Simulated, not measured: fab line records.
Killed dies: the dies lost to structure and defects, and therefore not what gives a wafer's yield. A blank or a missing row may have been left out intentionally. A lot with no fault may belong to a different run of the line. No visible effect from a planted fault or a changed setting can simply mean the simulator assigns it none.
Which of the tools did it?	flow nand-harc	72 wafers from 24 lots sampled at 4 of the route's 1302 steps

== WHAT EACH GAUGE READ, for each wafer ==
NHARC_P_BONDPAD_INSPECT_23.
lot	measured	on	raw-defect-count
L074	day 7 00:46	defect-inspect-01	233 214 215
L076	day 7 16:29	defect-inspect-02	355 491 331
L075	day 7 17:03	defect-inspect-01	296 548 344
L077	day 7 22:19	defect-inspect-01	212 137 217
L078	day 8 11:21	defect-inspect-01	378 450 355
L079	day 8 18:38	defect-inspect-01	309 410 361
L080	day 9 02:20	defect-inspect-02	376 262 213
L081	day 9 13:35	defect-inspect-02	301 361 275
L082	day 10 02:10	defect-inspect-02	334 359 229
L083	day 10 09:31	defect-inspect-02	266 298 305
L084	day 10 23:49	defect-inspect-01	343 215 256
L085	day 11 04:06	defect-inspect-02	362 251 339
L086	day 11 17:43	defect-inspect-02	425 561 318
L087	day 12 01:39	defect-inspect-02	268 606 331
L088	day 12 19:28	defect-inspect-01	376 461 379
L089	day 12 20:46	defect-inspect-01	406 437 427
L090	day 13 10:22	defect-inspect-02	256 202 208
L091	day 13 11:23	defect-inspect-02	262 210 333
L092	day 14 20:23	defect-inspect-02	407 622 812
L093	day 14 20:48	defect-inspect-01	240 234 564
L094	day 15 02:37	defect-inspect-02	353 251 317
L095	day 15 15:04	defect-inspect-01	237 224 294
L096	day 16 00:40	defect-inspect-02	266 461 340
L097	day 16 08:44	defect-inspect-01	187 286 316

NHARC_A_CHANNEL_HOLE_D1_CD_MEAS_10: the cd target is 100 nm.
lot	measured	on	cd-nm (nm)
L074	day 8 17:48	cd-sem-01	99.9 100.4 100.0
L076	day 9 10:33	cd-sem-03	99.6 99.9 99.4
L075	day 9 11:55	cd-sem-02	99.5 99.7 99.7
L077	day 9 15:28	cd-sem-01	99.3 99.6 99.2
L078	day 10 02:49	cd-sem-02	99.8 99.9 100.1
L079	day 10 14:21	cd-sem-02	100.8 100.6 100.8
L080	day 10 21:56	cd-sem-03	99.9 100.0 99.9
L081	day 11 10:11	cd-sem-01	100.5 100.6 100.4
L082	day 11 19:38	cd-sem-03	99.8 99.8 99.6
L083	day 12 00:53	cd-sem-03	100.0 100.1 100.5
L084	day 12 15:11	cd-sem-01	100.6 100.5 100.4
L085	day 12 20:37	cd-sem-01	100.2 100.3 100.0
L086	day 13 15:16	cd-sem-01	99.8 99.8 100.3
L087	day 13 20:46	cd-sem-03	100.3 100.1 100.5
L088	day 14 18:04	cd-sem-03	100.8 101.0 101.0
L089	day 14 19:31	cd-sem-01	99.5 100.3 100.0
L090	day 15 04:16	cd-sem-02	99.7 100.1 99.5
L091	day 15 03:49	cd-sem-02	99.3 99.3 99.2
L092	day 16 13:09	cd-sem-03	100.2 99.5 99.2
L093	day 16 11:50	cd-sem-01	100.1 99.3 99.8
L094	day 17 02:40	cd-sem-02	99.8 100.1 99.5
L095	day 17 09:01	cd-sem-02	100.0 99.8 99.8
L096	day 17 18:52	cd-sem-03	100.4 100.2 100.2
L097	day 18 05:33	cd-sem-03	100.9 101.0 100.2

== WHICH TOOL RAN EACH LOT (tool, then ch and the chambers of the sampled wafers, then the start) ==
lot	NHARC_P_BONDPAD_PVD_27	NHARC_P_BONDPAD_CMP_19
L074	pvd-sputter-02, day 7 00:14 or earlier	cmp-01 ch 0,2, day 7 00:14
L076	pvd-sputter-01, day 7 15:55 or earlier	cmp-03 ch 0,1,3, day 7 15:55
L075	pvd-sputter-02, day 7 16:32 or earlier	cmp-03 ch 0,3, day 7 16:32
L077	pvd-sputter-02, day 7 21:47 or earlier	cmp-01 ch 0,1, day 7 21:47
L078	pvd-sputter-02, day 8 10:48 or earlier	cmp-01 ch 0,1,3, day 8 10:48
L079	pvd-sputter-01, day 8 18:05 or earlier	cmp-04 ch 0,2,3, day 8 18:05
L080	pvd-sputter-03, day 9 01:47 or earlier	cmp-03 ch 1,2,3, day 9 01:47
L081	pvd-sputter-02, day 9 13:04 or earlier	cmp-04 ch 0,3, day 9 13:04
L082	pvd-sputter-03, day 10 01:37 or earlier	cmp-01 ch 0,1,3, day 10 01:37
L083	pvd-sputter-03, day 10 08:59 or earlier	cmp-01 ch 0,2, day 10 08:59
L084	pvd-sputter-02, day 10 23:20 or earlier	cmp-01 ch 1,2,3, day 10 23:20
L085	pvd-sputter-02, day 11 03:34 or earlier	cmp-04 ch 0,2,3, day 11 03:34
L086	pvd-sputter-02, day 11 17:13 or earlier	cmp-03 ch 0,1,3, day 11 17:13
L087	pvd-sputter-03, day 12 01:08 or earlier	cmp-01 ch 0,1,2, day 12 01:08
L088	pvd-sputter-01, day 12 18:56 or earlier	cmp-03 ch 0,3, day 12 18:56
L089	pvd-sputter-03, day 12 20:16 or earlier	cmp-03 ch 0,1,2, day 12 20:16
L090	pvd-sputter-02, day 13 09:52 or earlier	cmp-03 ch 0,1, day 13 09:52
L091	pvd-sputter-03, day 13 10:50 or earlier	cmp-01 ch 1,2,3, day 13 10:50
L092	pvd-sputter-02, day 14 19:56 or earlier	cmp-03 ch 0,1,3, day 14 19:56
L093	pvd-sputter-03, day 14 20:20 or earlier	cmp-01 ch 0,2,3, day 14 20:20
L094	pvd-sputter-01, day 15 02:06 or earlier	cmp-03 ch 0,1,2, day 15 02:06
L095	pvd-sputter-03, day 15 14:34 or earlier	cmp-04 ch 0,3, day 15 14:34
L096	pvd-sputter-02, day 16 00:07 or earlier	cmp-04 ch 1,2, day 16 00:07
L097	pvd-sputter-03, day 16 08:13 or earlier	cmp-03 ch 0,1, day 16 08:13
- NHARC_P_BONDPAD_PVD_27: deposits Cu, target thk 30 nm, time 20.49 s.
- NHARC_P_BONDPAD_CMP_19: polishes, t overpolish 30 s, cu recess touch 16 s, target thk 160.81 nm.

== AS READ BY THE TOOLS THEMSELVES (means over the sampled wafers that have a number; for cases with no such wafer, the mark the record gives instead) ==
NHARC_P_BONDPAD_PVD_27.
lot	tool	substrate-temp-c (C)	throttle-valve-pct (%)
L074	pvd-sputter-02	30.10	30.3
L076	pvd-sputter-01	30.06	29.3
L075	pvd-sputter-02	29.96	30.1
L077	pvd-sputter-02	29.98	30.2
L078	pvd-sputter-02	30.00	30.3
L079	pvd-sputter-01	29.96	29.3
L080	pvd-sputter-03	30.11	30.1
L081	pvd-sputter-02	29.99	30.3
L082	pvd-sputter-03	30.04	29.4
L083	pvd-sputter-03	30.07	29.4
L084	pvd-sputter-02	29.93	30.1
L085	pvd-sputter-02	29.97	30.4
L086	pvd-sputter-02	29.95	29.8
L087	pvd-sputter-03	29.93	29.9
L088	pvd-sputter-01	30.00	29.4
L089	pvd-sputter-03	30.16	29.5
L090	pvd-sputter-02	29.93	30.1
L091	pvd-sputter-03	29.94	29.8
L092	pvd-sputter-02	30.07	30.6
L093	pvd-sputter-03	29.98	30.4
L094	pvd-sputter-01	29.93	29.4
L095	pvd-sputter-03	29.98	30.6
L096	pvd-sputter-02	29.96	30.0
L097	pvd-sputter-03	30.01	30.2

NHARC_P_BONDPAD_CMP_19.
lot	tool	motor-current-A (A)	overpolish-run-s (s)	retaining-ring-pressure-frac
L074	cmp-01	9.3	30.001	1.000
L076	cmp-03	12.9	30.012	0.999
L075	cmp-03	13.5	29.996	0.996
L077	cmp-01	10.1	30.002	1.001
L078	cmp-01	11.0	29.994	1.000
L079	cmp-04	12.6	30.001	0.998
L080	cmp-03	12.6	30.005	1.002
L081	cmp-04	12.8	29.998	1.004
L082	cmp-01	11.9	29.996	1.001
L083	cmp-01	9.4	30.004	1.002
L084	cmp-01	10.2	30.002	1.001
L085	cmp-04	12.5	29.994	1.004
L086	cmp-03	12.9	29.994	0.998
L087	cmp-01	10.0	30.007	1.001
L088	cmp-03	13.4	29.999	0.999
L089	cmp-03	12.8	29.998	0.996
L090	cmp-03	12.3	30.011	1.002
L091	cmp-01	10.7	29.993	0.998
L092	cmp-03	12.6	29.992	1.000
L093	cmp-01	10.6	29.991	0.999
L094	cmp-03	12.9	29.995	1.002
L095	cmp-04	13.2	30.006	0.998
L096	cmp-04	12.0	29.997	1.002
L097	cmp-03	12.4	29.992	1.004

== THE ANSWER, worked out from the rows above alone ==
Rule: the usual values come from the lots themselves. The widest of any qualifying gaps counts: lots, ordered by their means at a reading, are off when they make up no more than a third of the lots, leave a main group of 4 or more, and stand apart from it by 3 or more times the standard deviation of that group's means. If all means in a main group match to the digits the tables above print for the reading, that group is not used. Also off: a lot with no number at a reading for which 4 or more lots have one. Any other lot the step has rows for is counted as sound. After the gauges, taken in route order, come the tools' own readings; for these a lot's mean is taken, as printed above. The first step at which some lot is off is used, and at that step the reading that is off furthest; a lot without a number counts as furthest.
No lot is off at any reading shown: from this, nothing can be told.

== WHAT THE SIMULATOR HAD INSERTED ==
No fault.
